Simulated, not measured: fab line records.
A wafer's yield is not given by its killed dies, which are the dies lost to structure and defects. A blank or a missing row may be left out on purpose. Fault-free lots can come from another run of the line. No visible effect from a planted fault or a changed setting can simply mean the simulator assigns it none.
A single fault, viewed from 3 desks -- flow n5Finfet -- each desk has only its own numbers; what lay behind them comes last

## THE METROLOGY DESK
What the gauges read for every lot (on any tool): the sampled wafers with a number, averaged. Any lot whose mean is over 4 standard deviations away from the usual mean is out of limits and marked OUT; that distance is given in the brackets.
Columns: A = cdNm at N5_BEOL_M8_CD_MEAS_11, usual 38.5 nm; B = M8_OVL at N5_BEOL_M8_OVL_MEAS_12, usual 0.1 nm
lot,first seen here,A,B
L842,day 9 19:23,38.5,0.7
L841,day 10 10:00,39.0,-0.0
L854,day 14 02:13,38.0,-0.7
L860,day 15 13:40,38.7,-0.4
L862,day 16 15:41,38.1,0.6
This desk's finding: nothing out of limits on any of the 5 lots.

## TOOL OWNER'S DESK, rieDiel-05
The tool's own readings at N5_BEOL_M8_ETCH_62 (etches SOC in N2/H2, target depth 110 nm, overetch 22 nm, time 165 s): means of the sampled wafers that have a number, for each lot that ran on this tool. Any lot whose mean is over 4 standard deviations away from the usual mean is out of limits and marked OUT; that distance is given in the brackets.
Columns: A = drypumpMotorCurrentA at N5_BEOL_M8_ETCH_62, usual 5.74 A; B = oesProductAu at N5_BEOL_M8_ETCH_62, usual 0.70 a.u.; C = rfVppV at N5_BEOL_M8_ETCH_62, usual 524.5 V; D = showerheadPlenumPTorr at N5_BEOL_M8_ETCH_62, usual 2.57 Torr; E = throttleValvePct at N5_BEOL_M8_ETCH_62, usual 17.68 %
lot,first seen here,A,B,C,D,E
L841,day 10 10:11,5.75,0.66,523.7,2.55,17.70
L854,day 14 04:03,6.02,0.70,524.4,2.53,17.98
This desk's finding: nothing out of limits on any of the 2 lots.

## THE DEFECT DESK
Counts from the inspections along the route, per lot, as means over the sampled wafers that have a number. Any lot whose mean is over 4 standard deviations away from the usual mean is out of limits and marked OUT; that distance is given in the brackets.
Columns: A = rawDefectCount at N5_BEOL_M8_INSPECT_13, usual 407
lot,first seen here,A
L842,day 9 19:26,333
L841,day 10 10:03,381
L854,day 14 02:16,484
L860,day 15 13:43,345
L862,day 16 15:44,440
This desk's finding: nothing out of limits on any of the 5 lots.

## PUT TOGETHER
The metrology desk saw nothing out of limits.
The tool owner's desk saw nothing out of limits.
No out-of-limits result turned up at the defect desk.

## WHAT HAD BEEN PUT IN BY THE SIMULATOR
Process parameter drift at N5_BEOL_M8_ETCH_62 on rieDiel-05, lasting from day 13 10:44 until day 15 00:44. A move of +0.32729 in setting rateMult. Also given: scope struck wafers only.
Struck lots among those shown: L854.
